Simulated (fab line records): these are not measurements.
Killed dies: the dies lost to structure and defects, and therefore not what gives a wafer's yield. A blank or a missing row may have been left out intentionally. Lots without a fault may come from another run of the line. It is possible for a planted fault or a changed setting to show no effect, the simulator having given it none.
Struck lot and sound lot, side by side :: flow n5 finfet :: 16 out of 1938 route steps
Sound: the wafers L962.3, L962.4, L962.6. Struck: wafer L965.4 (left out: L965.2, a lot-mate that was not struck); the cause follows at the end.
For every step that has rows: the tool of each side, followed by ch and its chambers, followed by its first start. Under that, the readings that differ: sound wafers :: struck wafers :: difference of the means :: sigmas: that difference in standard deviations of wafers without a fault.
alike: readings whose means differ by less than 2 such deviations, and words and numbers that are the same on both sides. not compared: withheld readings, readings that some wafer has no value for, bounds like >300 that may hide the same value, and numbers for which the record gives no deviation and whose values overlap.
Wherever a step has rows on one side only, a row that says differs or no value, or a row with sigmas, the two part there. Numbers that don't overlap but have no deviation are shown without sigmas and don't part them. Lack of a reading on every wafer of one side parts them only where that side has two or more wafers.

first, 8 steps without rows for these wafers: N5_BEOL_M0_SAQP_COAT_81 (time 60 s, resist thk 100 nm); N5_BEOL_M0_SAQP_COAT_82 (time 60 s, resist thk 30 nm); N5_BEOL_M0_SAQP_COAT_08 (resist thk 90 nm); N5_BEOL_M0_SAQP_EBR_10; N5_BEOL_M0_SAQP_SOFTBAKE_09 (time 60 s); N5_BEOL_M0_SAQP_EXPOSE_11 (exposes mask M0 CORE, target cd 42 nm); N5_BEOL_M0_SAQP_PEB_12 (peb time 60 s); N5_BEOL_M0_SAQP_DEVELOP_13 (develop time 30 s).
N5_BEOL_M0_SAQP_CD_MEAS_14 targets a cd of 42.5 nm.
  sound on cd sem-01 ch 0, day 7 07:22; struck on cd sem-01 ch 0, day 8 16:49
  alike: cd nm
N5_BEOL_M0_SAQP_OVL_MEAS_15:
  sound on overlay-01 ch 0, day 7 07:24; struck on overlay-01 ch 0, day 8 16:51
  alike: M0_CORE_OVL
N5_BEOL_M0_SAQP_INSPECT_16: inspects for defects (brightfield).
  struck on defect inspect-02, day 8 16:53; sound on defect inspect-01, day 7 07:25
  alike: raw defect count
N5_BEOL_M0_SAQP_DESCUM_19: chemistry O2, time 7.9 s.
  sound on rie diel-03 ch 2,3, day 7 07:28; struck on rie diel-06 ch 3, day 8 17:22
reading: showerhead plenum p Torr (Torr)
sound: 2.15 1.99 1.99
struck: 2.21
difference: +0.17
sigmas: +2

reading: temp c (C)
sound: 40.18 40.11 40.23
struck: 39.81
difference: -0.36
sigmas: -3
  alike: drypump motor current A, oes product au, rf fwd power W, rf vpp V, throttle valve pct
  not compared: rf hours counter h
N5_BEOL_M0_SAQP_ETCH_83: etches SiARC in CF4, target depth 39 nm, time 65 s.
  sound on rie diel-03 ch 2,3, day 7 07:30; struck on rie diel-06 ch 3, day 8 17:24
reading: etch rf on time s (s)
sound: 62.6 64.7 64.9
struck: 43.1
difference: -21.0
sigmas: -17

reading: oes product au (a.u.)
sound: 0.60 0.65 0.65
struck: 0.93
difference: +0.30
sigmas: +4

reading: showerhead plenum p Torr (Torr)
sound: 2.20 2.05 2.05
struck: 2.27
difference: +0.17
sigmas: +2
  alike: drypump motor current A, rf fwd power W, rf vpp V, throttle valve pct
  not compared: rf hours counter h
N5_BEOL_M0_SAQP_ETCH_84: etches SOC in N2/H2, target depth 100 nm, overetch 20 nm, time 150 s.
  sound on rie diel-03 ch 2,3, day 7 07:33; struck on rie diel-06 ch 3, day 8 17:27
  alike: drypump motor current A, oes product au, rf fwd power W, rf vpp V, showerhead plenum p Torr, temp c, throttle valve pct
  not compared: rf hours counter h
-- a jump in the record: the struck wafers' starts before and after are 3 days apart (it breaks off in module BEOL_M0_SAQP and resumes in module BEOL_M4, where the first step shown is number 1111 of the route) --
N5_BEOL_M4_RC_MEAS_101:
  sound on prober-01 ch 0, day 9 08:28; struck on prober-01 ch 0, day 11 08:46
  alike: DIBL_N, DIBL_P, IOFF_N, IOFF_P, ION_N, ION_P, SS_N, SS_P, VT_N, VT_P
N5_PASSIVATION_PROBE_49:
  the record holds rows for the sound wafers here (prober-02, day 13 18:10) but none for the struck ones

WHERE THEY PART
First at N5_BEOL_M0_SAQP_DESCUM_19; last, within this record, at N5_PASSIVATION_PROBE_49.

WHY: what the simulator had put in
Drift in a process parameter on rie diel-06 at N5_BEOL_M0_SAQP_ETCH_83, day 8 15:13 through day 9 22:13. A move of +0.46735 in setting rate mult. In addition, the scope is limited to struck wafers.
